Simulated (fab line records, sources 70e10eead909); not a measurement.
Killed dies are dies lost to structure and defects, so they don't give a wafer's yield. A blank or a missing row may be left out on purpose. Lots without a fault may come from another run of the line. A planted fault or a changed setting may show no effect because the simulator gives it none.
fab line records | flow nand_harc
record lots=12 wafers=34 last_day=24
route steps=1159 shown A_ONON_D1@439 A_CHANNEL_HOLE_D1@468 END@1159
lots that met no fault: from a run of the same line without faults
start_h: hours from the record's first day to the start of the lot's first wafer shown | wait_h: hours since the lot's step before | " the same as in the row above | L1.1+2: a row that stands for several wafers | - no value, or no start given | * or withheld: withheld | < > ~ a bound
route shown NAME@n: a module of which the file shows steps, and the number in the route of the first | usual: mean/standard deviation of fault-free wafers | same: alike in all rows | chamber/n: place in a boat | sites: the reading at each site | _std_site: their standard deviation | _edge_site: outer sites' mean less inner sites' | radius_mm: how far each site lies from the wafer's centre | mask NAME#n: copy n | behind: the tool/chamber that last shaped the wafer | hold: why the lot was held/for how many hours/how that ended | device: the transistor (n, p or np) that didn't switch | end of line: the same wafers' tests at the end of the route | a step without rows: its recipe alone | killed: dies lost to structure and defects at the first sort, not the wafer's yield | map: a wafer's dies, x killed, . not, _ none there
set.NAME: the setting as run; set.NAME@STEP: as run at that earlier step | model.NAME: the simulator's own value behind a step, which no gauge read
steps of the route over a sample of lots; a table a step, a row a wafer
services: from which hour (start_h, from the record's first day; less than 0 if before it) a tool's chamber was out of use, for how many hours, and why
## steps
# step NHARC_A_ONON_D1_THK_MEAS_21
# recipe thk_meas_gauge=ellipsometry
# usual thk_nm=999/12
# columns lot.wafer tool chamber start_h wait_h thk_nm
L791.1 film_metro-02 - 180.42 - 992
L791.2 " - " " 994
L791.5 " - " " 994
L792.1 film_metro-01 - 180.45 - 1007
L792.2 " - " " 1007
L792.4 " - " " 1006
L794.1 film_metro-01 - 190.69 - 993
L794.3 " - " " 994
L794.6 " - " " 993
L800.2 film_metro-02 - 221.79 - 995
L800.3 " - " " 994
L802.2 film_metro-01 - 249.32 - 984
L802.3 " - " " 986
L804.1 film_metro-02 - 249.32 - 988
L804.3 " - " " 990
L804.5 " - " " 987
L803.1 film_metro-01 - 249.67 - 1015
L803.5 " - " " 1015
L803.6 " - " " 1018
L809.2 film_metro-01 - 272.41 - 988
L809.4 " - " " 988
L809.5 " - " " 989
L810.4 film_metro-01 - 272.42 - 1010
L810.5 " - " " 1011
L810.6 " - " " 1014
L812.1 film_metro-02 - 294.42 - 998
L812.2 " - " " 999
L812.4 " - " " 998
L811.3 film_metro-01 - 294.47 - 979
L811.4 " - " " 978
L811.5 " - " " 980
L814.1 film_metro-02 - 303.58 - 1016
L814.5 " - " " 1016
L814.6 " - " " 1016
# step NHARC_A_CHANNEL_HOLE_D1_ETCH_34
# recipe target_depth_a=1540 time_s=77 cf4_flow_sccm=100 chf3_flow_sccm=30 ar_flow_sccm=0 rf_w=500 bias_w=200 chemistry=CF4/CHF3
# usual drypump_motor_current_A=5.5/0.41 oes_product_au=0.945/0.026 rf_vpp_V=370.5/2.4 run_length_s=98.3/0.37 showerhead_plenum_p_Torr=1.57/0.063 throttle_valve_pct=16.803/0.0096
# columns lot.wafer tool chamber start_h wait_h drypump_motor_current_A oes_product_au rf_hours_counter_h rf_vpp_V run_length_s showerhead_plenum_p_Torr throttle_valve_pct
L791.2 rie_diel-10 0 - - 6.3 0.983 0 372.6 99.0 1.66 16.804
L791.1 " 2 " " 5.3 0.970 0 371.0 98.1 1.60 16.802
L791.5 " 0 " " 6.3 0.991 - 373.3 98.4 1.66 16.791
L792.2 rie_diel-07 0 - - 5.1 0.918 8 370.3 98.7 1.58 16.808
L792.1 " 3 " " 6.3 0.903 9 369.1 98.3 1.51 16.804
L792.4 " 1 " " 5.4 0.924 - 366.8 98.3 1.49 16.819
L794.1 rie_diel-05 2 - - 5.1 0.922 2 373.7 98.7 1.67 16.791
L794.3 " 3 " " 5.2 0.930 2 374.9 98.1 1.66 16.806
L794.6 " 2 " " 5.1 0.927 - 374.1 98.7 1.67 16.806
L800.3 rie_diel-10 1 - - 5.9 0.984 4 367.2 98.2 1.49 16.792
L800.2 " 2 " " 5.3 0.985 3 371.8 98.5 1.60 16.807
L804.3 rie_diel-05 0 - - 5.5 0.922 3 372.0 98.8 1.61 16.795
L804.1 " 2 " " 5.1 0.917 3 373.5 98.6 1.67 16.794
L804.5 " 1 " " 5.3 0.936 - 369.2 97.9 1.51 16.798
L802.2 rie_diel-10 2 - - 5.3 0.911 5 372.5 98.0 1.60 16.810
L802.3 " 3 " " 6.0 0.917 3 370.6 97.9 1.57 16.809
L803.1 rie_diel-07 1 - - 5.4 0.964 1 367.6 98.7 1.49 16.810
L803.6 " 0 " " 5.1 0.972 - 371.4 98.3 1.57 16.803
L803.5 " 1 " " 5.4 0.968 - 367.5 98.5 1.49 16.813
L810.4 rie_diel-10 3 - - 6.0 0.955 - 370.0 98.0 1.57 16.794
L810.6 " 1 " " 5.9 0.906 - 366.1 97.7 1.49 16.807
L810.5 " 2 " " 5.3 0.922 - 372.5 98.2 1.60 16.794
L809.4 rie_diel-05 0 - - 5.5 0.946 5 370.6 98.7 1.61 16.789
L809.2 " 1 " " 5.3 0.956 5 368.5 97.7 1.51 16.808
L809.5 " 1 " " 5.3 0.955 - 369.5 98.0 1.51 16.817
L812.4 rie_diel-07 2 - - 5.4 0.922 5 371.2 98.4 1.58 16.808
L812.2 " 3 " " 6.3 0.919 5 369.0 98.5 1.51 16.809
L812.1 " 0 " " 5.1 0.923 5 372.4 98.0 1.57 16.801
L811.3 rie_diel-05 1 - - 5.3 0.925 7 366.9 97.8 1.51 16.798
L811.4 " 3 " " 5.1 0.932 7 373.4 98.1 1.66 16.795
L811.5 " 0 " " 5.5 0.913 - 372.2 98.7 1.61 16.805
L814.1 rie_diel-07 2 - - 5.4 0.922 6 371.8 98.1 1.58 16.783
L814.5 " 3 " " 6.3 0.923 - 366.7 98.7 1.50 16.810
L814.6 " 0 " " 5.1 0.921 - 369.7 98.5 1.57 16.801
# step NHARC_A_CHANNEL_HOLE_D1_ETCH_25
# recipe bias_v=5000 source_w=withheld pressure_mtorr=20 time_s=1040.2 ar_flow_sccm=375 c4f8_flow_sccm=93.8 o2_flow_sccm=31.2 temp_c=-20 target_depth_a=15000 chemistry=C4F8/O2/Ar
# usual drypump_motor_current_A=5.8/0.39 run_length_s=1025.2/0 showerhead_plenum_p_Torr=3.69/0.11 throttle_valve_pct=32.237/0.0084
# columns lot.wafer tool chamber start_h wait_h drypump_motor_current_A rf_hours_counter_h run_length_s showerhead_plenum_p_Torr throttle_valve_pct
L791.1 har_etch-01 0 189.73 0.6 5.4 195 1025.2 3.82 32.248
L791.2 " 1 " " 5.2 195 1025.2 3.61 32.239
L791.5 " 1 " " 5.2 - 1025.2 3.61 32.237
L792.1 har_etch-02 0 193.71 0.6 6.0 101 1025.2 3.82 32.223
L792.2 " 1 " " 6.2 101 1025.2 3.59 32.238
L792.4 " 1 " " 6.2 - 1025.2 3.59 32.217
L794.1 har_etch-01 1 201.46 0.7 5.2 205 1025.2 3.60 32.225
L794.3 " 1 " " 5.2 - 1025.2 3.60 32.254
L794.6 " 0 " " 5.4 - 1025.2 3.81 32.244
L800.2 har_etch-02 1 232.64 0.7 6.2 123 1025.2 3.58 32.219
L800.3 " 0 " " 6.0 - 1025.2 3.81 32.242
L804.1 har_etch-02 1 259.69 0.7 6.2 130 1025.2 3.57 32.240
L804.3 " 1 " " 6.2 - 1025.2 3.57 32.227
L804.5 " 0 " " 6.0 - 1025.2 3.80 32.231
L802.2 har_etch-01 0 261.34 0.6 5.4 224 1025.2 3.80 32.229
L802.3 " 0 " " 5.4 - 1025.2 3.80 32.230
L803.1 har_etch-02 0 263.68 0.6 6.0 134 1025.2 3.80 32.247
L803.5 " 0 " " 6.0 - 1025.2 3.80 32.234
L803.6 " 1 " " 6.2 - 1025.2 3.57 32.231
L809.2 har_etch-01 1 281.67 0.6 5.2 236 1025.2 3.59 32.230
L809.4 " 0 " " 5.4 - 1025.2 3.80 32.257
L809.5 " 0 " " 5.4 - 1025.2 3.80 32.222
L810.4 har_etch-02 0 282.02 0.7 6.0 - 1025.2 3.79 32.236
L810.5 " 0 " " 6.0 - 1025.2 3.79 32.240
L810.6 " 1 " " 6.2 - 1025.2 3.57 32.231
L812.1 har_etch-02 1 304.76 0.6 6.1 154 1025.2 3.56 32.229
L812.2 " 0 " " 6.0 154 1025.2 3.79 32.229
L812.4 " 0 " " 6.0 - 1025.2 3.79 32.244
L811.3 har_etch-01 1 306.63 0.7 5.2 - 1025.2 3.58 32.234
L811.4 " 0 " " 5.4 - 1025.2 3.79 32.232
L811.5 " 1 " " 5.2 - 1025.2 3.58 32.236
L814.1 har_etch-02 1 315.67 0.6 6.2 160 1025.2 3.56 32.251
L814.5 " 1 " " 6.2 - 1025.2 3.56 32.244
L814.6 " 0 " " 6.0 - 1025.2 3.79 32.251
# step NHARC_A_CHANNEL_HOLE_D1_ETCH_44
# recipe target_depth_a=1400 overetch_a=140 time_s=77 ion_energy_ev=100 cf4_flow_sccm=80 o2_flow_sccm=20 ar_flow_sccm=0 rf_w=300 bias_w=100 chemistry=CF4/O2
# usual drypump_motor_current_A=5.7/0.44 oes_product_au=0.996/0.0093 rf_vpp_V=197.8/1.4 run_length_s=98.2/0.33 showerhead_plenum_p_Torr=1.33/0.055 throttle_valve_pct=13.399/0.0084
# columns lot.wafer tool chamber start_h wait_h drypump_motor_current_A oes_product_au rf_hours_counter_h rf_vpp_V run_length_s showerhead_plenum_p_Torr throttle_valve_pct
L791.1 rie_diel-10 2 191.55 0.1 5.3 0.990 0 198.7 98.1 1.36 13.397
L791.2 " 0 " " 6.3 1.001 1 199.1 98.2 1.41 13.404
L791.5 " 2 " " 5.3 1.000 - 197.9 98.1 1.36 13.392
L792.2 rie_diel-10 1 195.52 0.1 5.9 0.972 1 197.0 97.6 1.26 13.400
L792.4 " 2 " " 5.3 0.988 1 198.5 97.9 1.36 13.400
L792.1 " 3 " " 6.1 0.996 1 199.1 98.0 1.34 13.398
L794.3 rie_diel-10 0 203.49 0.4 6.3 0.995 2 199.6 98.7 1.41 13.385
L794.1 " 1 " " 5.9 0.981 2 196.0 97.7 1.26 13.405
L794.6 " 3 " " 6.0 1.004 - 199.1 98.4 1.34 13.404
L800.2 rie_diel-10 2 234.81 0.1 5.3 0.996 4 198.4 89.6 1.36 13.386
L800.3 " 2 " " 5.3 0.983 - 197.6 89.0 1.36 13.389
L804.1 rie_diel-07 3 261.84 0.1 6.3 1.009 2 196.8 98.3 1.28 13.396
L804.3 " 1 " " 5.4 1.007 2 197.2 98.3 1.26 13.401
L804.5 " 2 " " 5.4 1.005 - 199.0 98.1 1.34 13.406
L802.3 rie_diel-10 1 263.17 0.1 5.9 0.975 6 195.6 88.8 1.26 13.404
L802.2 " 3 " " 6.1 0.997 3 196.8 89.0 1.34 13.396
L803.1 rie_diel-07 0 265.52 0.1 5.1 1.010 2 196.3 98.7 1.34 13.412
L803.5 " 0 " " 5.1 1.007 - 198.4 98.1 1.34 13.412
L803.6 " 1 " " 5.4 0.999 - 196.4 98.1 1.26 13.398
L810.4 rie_diel-07 3 283.62 0.1 6.3 0.999 4 196.9 98.4 1.28 13.393
L810.6 " 2 " " 5.4 1.004 - 197.5 98.0 1.34 13.417
L810.5 " 3 " " 6.3 1.005 - 195.4 98.2 1.28 13.399
L809.4 rie_diel-05 3 283.93 0.1 5.1 0.999 6 199.8 97.9 1.41 13.406
L809.2 " 0 " " 5.5 0.987 6 198.9 99.0 1.37 13.405
L809.5 " 2 " " 5.1 0.994 - 200.5 99.1 1.42 13.391
L812.2 rie_diel-07 3 306.58 0.1 6.3 0.991 6 196.4 98.2 1.27 13.399
L812.1 " 0 " " 5.1 0.995 5 198.1 98.2 1.33 13.404
L812.4 " 1 " " 5.4 0.991 5 195.4 98.2 1.26 13.406
L811.3 rie_diel-07 1 308.16 0.1 5.4 0.991 5 196.6 98.9 1.26 13.415
L811.4 " 2 " " 5.4 1.002 6 198.9 97.9 1.34 13.407
L811.5 " 3 " " 6.3 0.996 - 197.2 98.3 1.27 13.378
L814.1 rie_diel-05 2 317.51 0.1 5.1 0.991 9 200.2 98.4 1.42 13.398
L814.5 " 0 " " 5.5 1.002 - 197.9 99.2 1.37 13.408
L814.6 " 1 " " 5.3 1.008 - 196.6 98.3 1.28 13.404
# step NHARC_END_SORT_01
# recipe temp_c=25
# usual killed_at_array=28/8.6 killed_at_other=0.7/1.2 killed_at_periphery=3.1/2.3 killed_dies=32/8.7 killed_open=3.2/1.7 killed_short=2.0/1.5
# same gross_dies=677
# columns lot.wafer tool chamber start_h wait_h killed_at_array killed_at_other killed_at_periphery killed_dies killed_open killed_short
L800.2 prober-01 0 493.72 2.8 647 0 0 647 2 0
L800.3 prober-01 0 494.51 3.1 653 0 3 656 4 2
L802.2 prober-01 0 509.39 2.8 655 0 1 656 3 1
L802.3 prober-01 0 510.19 3.1 632 0 0 632 1 0
# killed by level:class
L800.2 A_CHANNEL_HOLE_D1:area_etch=620 A_SLIT:chamber_film_flake=10 A_STAIRCASE:chamber_film_flake=5 A_CONTACT:chamber_film_flake=5 A_CHANNEL_HOLE_D1:chamber_film_flake=4 A_CONTACT:geometric_particle:open=1 A_BLC:geometric_particle:open=1 A_CHANNEL_FILL_D1:chamber_film_flake=1
L800.3 A_CHANNEL_HOLE_D1:area_etch=620 A_SLIT:chamber_film_flake=13 A_CHANNEL_HOLE_D1:chamber_film_flake=6 A_STAIRCASE:chamber_film_flake=5 A_CHANNEL_FILL_D1:chamber_film_flake=2 P_M0:geometric_particle:open=1 P_M1:geometric_particle:short=1 A_ONON_D1:geometric_particle:open=1
L802.2 A_CHANNEL_HOLE_D1:area_etch=616 A_CHANNEL_HOLE_D1:chamber_film_flake=15 A_SLIT:chamber_film_flake=11 A_WL_FILL:chamber_film_flake=5 A_STAIRCASE:chamber_film_flake=2 A_SGD_CUT:chamber_film_flake=2 P_M0:geometric_particle:open=1 A_SOURCE_PLATE:geometric_particle:short=1
L802.3 A_CHANNEL_HOLE_D1:area_etch=599 A_CHANNEL_HOLE_D1:chamber_film_flake=12 A_SLIT:chamber_film_flake=11 A_STAIRCASE:chamber_film_flake=4 A_WL_FILL:chamber_film_flake=3 A_SGD_CUT:chamber_film_flake=2 A_CONTACT:geometric_particle:open=1
## services
# columns tool chamber start_h hours kind
rie_diel-05 - 163.60 9.0 pm
rie_diel-05 3 173.18 4.9 repair
rie_diel-10 - 176.50 9.0 pm
rie_diel-07 0 182.70 - clean
rie_diel-07 1 182.70 - clean
rie_diel-07 2 182.70 - clean
rie_diel-07 3 182.70 - clean
rie_diel-07 0 189.71 6.5 repair
rie_diel-05 - 201.79 34.4 repair
rie_diel-10 3 206.26 4.2 repair
rie_diel-07 0 207.20 - clean
rie_diel-07 1 207.20 - clean
rie_diel-07 2 207.20 - clean
rie_diel-07 3 207.20 - clean
rie_diel-10 3 216.83 24.6 repair
rie_diel-07 - 228.21 9.0 pm
rie_diel-07 0 228.21 9.0 vent_cycle
rie_diel-07 1 228.21 9.0 vent_cycle
rie_diel-07 2 228.21 9.0 vent_cycle
rie_diel-07 3 228.21 9.0 vent_cycle
rie_diel-10 0 232.81 11.0 repair
rie_diel-07 0 237.21 - clean
rie_diel-10 0 267.78 12.2 repair
har_etch-01 - 307.58 17.0 pm
## key
first_sign step=NHARC_A_CHANNEL_HOLE_D1_ETCH_44 reading=run_length_s direction=down sigmas=28 usual=* struck=*
effect step=NHARC_END_SORT_01 reading=killed_at_array direction=up sigmas=72 usual=28 struck=647
more_kills_born_at NHARC_A_CHANNEL_HOLE_D1_ETCH_44@rie_diel-10=2455
met_at NHARC_A_CHANNEL_HOLE_D1_ETCH_44
struck_lots L800,L802
struck_wafers L800.2,L800.3,L802.2,L802.3
later_rows_left_out L800.2,L800.3,L802.2,L802.3
tester_left_out L800,L802
not_acting_at NHARC_A_ONON_D1_THK_MEAS_21,NHARC_A_CHANNEL_HOLE_D1_ETCH_34,NHARC_A_CHANNEL_HOLE_D1_ETCH_25
onset_between 203.49 234.81
fault kind=process_parameter_drift tool=rie_diel-10 chamber=- onset_h=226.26 steps=NHARC_A_CHANNEL_HOLE_D1_ETCH_44 channel=time_s offset=* shape=step end_h=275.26 scope=struck_wafers_only acts_in=* stated=*
# tester_left_out: of these lots the tester's yield and bins aren't shown, on N5 and GAA mostly nor the transistor test; their killed dies are dies lost to structure and defects alone, not to doping, threshold or leakage, so they don't give the yield
# later_rows_left_out: the simulator's readings of these wafers behind a module that went badly wrong aren't trusted and aren't shown, but for the sort
